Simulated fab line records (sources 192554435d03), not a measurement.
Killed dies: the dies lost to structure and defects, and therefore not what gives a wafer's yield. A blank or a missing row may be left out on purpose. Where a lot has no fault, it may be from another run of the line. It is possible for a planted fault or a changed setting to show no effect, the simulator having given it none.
Chamber matching | flow n5Finfet | N5_BEOL_M3_VIA_ETCH_34 on rieDiel-01: 4 sister chambers
The step etches the open film in C4F6/O2, target depth 69.4 nm, time 65.9 s. 4 wafers are shown with their chamber, then 12 later ones without.

WAFERS PAIRED WITH THEIR CHAMBERS
wafer  | chamber | rfVppV (V)
L081.5 | 2       | 701
L086.5 | 3       | 718
L089.5 | 1       | 621
L089.6 | 0       | 666

WAFERS MISSING THEIR CHAMBER
wafer  | rfVppV (V)
L090.3 | 718
L090.4 | 622
L090.6 | 718
L091.1 | 718
L091.5 | 718
L091.6 | 667
L094.2 | 701
L094.4 | 666
L094.5 | 718
L097.1 | 631
L097.5 | 631
L097.6 | 703

WHICH CHAMBER EACH WENT THROUGH
wafer  | from the rows above | in truth
L090.3 | 3                   | 3
L090.4 | 1                   | 1
L090.6 | 3                   | 3
L091.1 | 3                   | 3
L091.5 | 3                   | 3
L091.6 | 0                   | 0
L094.2 | 2                   | 2
L094.4 | 0                   | 0
L094.5 | 3                   | 3
L097.1 | 1                   | 1
L097.5 | 1                   | 1
L097.6 | 2                   | 2
Correct placement for 12 of the 12. From these rows, 0 cannot be placed. Wrongly placed: 0.
How it was worked out, from the rows above alone: a wafer's distance from a chamber is the root of the sum, over the readings, of the square of ((its reading less the chamber's mean) divided by the reading's scatter). The wafer belongs to the nearest chamber; if the next one is less than 2 further off, it can't be placed. Each chamber's mean is taken over the wafers shown for it. The scatter: with one shown wafer a chamber, the root of the mean of the squares of how far each hidden wafer lies from its nearest shown one.
